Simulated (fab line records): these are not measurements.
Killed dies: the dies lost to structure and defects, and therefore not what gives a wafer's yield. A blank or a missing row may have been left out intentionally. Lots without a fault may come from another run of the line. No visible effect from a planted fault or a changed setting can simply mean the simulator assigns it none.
Chamber matching :: flow n5_finfet :: N5_PMOS_HMC_CHANNEL_EPI_FIN_RECESS_16 on rie_si-04 has 4 sister chambers
The step chemistry HBr/Cl2, target Si, target depth 54 nm, time 18 s. 4 wafers are shown with their chamber, then 11 later ones without.

EACH WAFER AND ITS CHAMBER
wafer: L085.2
chamber: 2
throttle_valve_pct (%): 35.53

wafer: L088.1
chamber: 1
throttle_valve_pct (%): 35.69

wafer: L088.4
chamber: 0
throttle_valve_pct (%): 35.14

wafer: L091.1
chamber: 3
throttle_valve_pct (%): 35.59

WAFERS MISSING THEIR CHAMBER
wafer: L091.2
throttle_valve_pct (%): 35.69

wafer: L091.4
throttle_valve_pct (%): 35.13

wafer: L093.2
throttle_valve_pct (%): 35.60

wafer: L093.4
throttle_valve_pct (%): 35.16

wafer: L093.6
throttle_valve_pct (%): 35.14

wafer: L095.1
throttle_valve_pct (%): 35.69

wafer: L095.3
throttle_valve_pct (%): 35.57

wafer: L095.6
throttle_valve_pct (%): 35.17

wafer: L097.1
throttle_valve_pct (%): 35.68

wafer: L097.3
throttle_valve_pct (%): 35.54

wafer: L097.6
throttle_valve_pct (%): 35.69

CHAMBER TAKEN BY EACH
wafer: L091.2
from the rows above: 1
in truth: 1

wafer: L091.4
from the rows above: 0
in truth: 0

wafer: L093.2
from the rows above: 3
in truth: 3

wafer: L093.4
from the rows above: 0
in truth: 0

wafer: L093.6
from the rows above: 0
in truth: 0

wafer: L095.1
from the rows above: 1
in truth: 1

wafer: L095.3
from the rows above: can't be placed: 3 or 2
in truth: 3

wafer: L095.6
from the rows above: 0
in truth: 0

wafer: L097.1
from the rows above: 1
in truth: 1

wafer: L097.3
from the rows above: 2
in truth: 2

wafer: L097.6
from the rows above: 1
in truth: 1
Correct placement for 10 of the 11. Can't be placed from these rows: 1 (the true chamber is among the candidates in 1). Placed wrongly: 0.
How it was worked out, from the rows above alone: a wafer's distance from a chamber is the root of the sum, over the readings, of the square of ((its reading less the chamber's mean) divided by the reading's scatter). If the next closest chamber is less than 2 further off than the closest, the wafer can't be placed; otherwise it belongs to the closest. For every chamber, the mean is computed from those of its wafers that are shown. The scatter: root of mean squared gap, hidden wafer to nearest shown wafer, with one shown wafer a chamber.
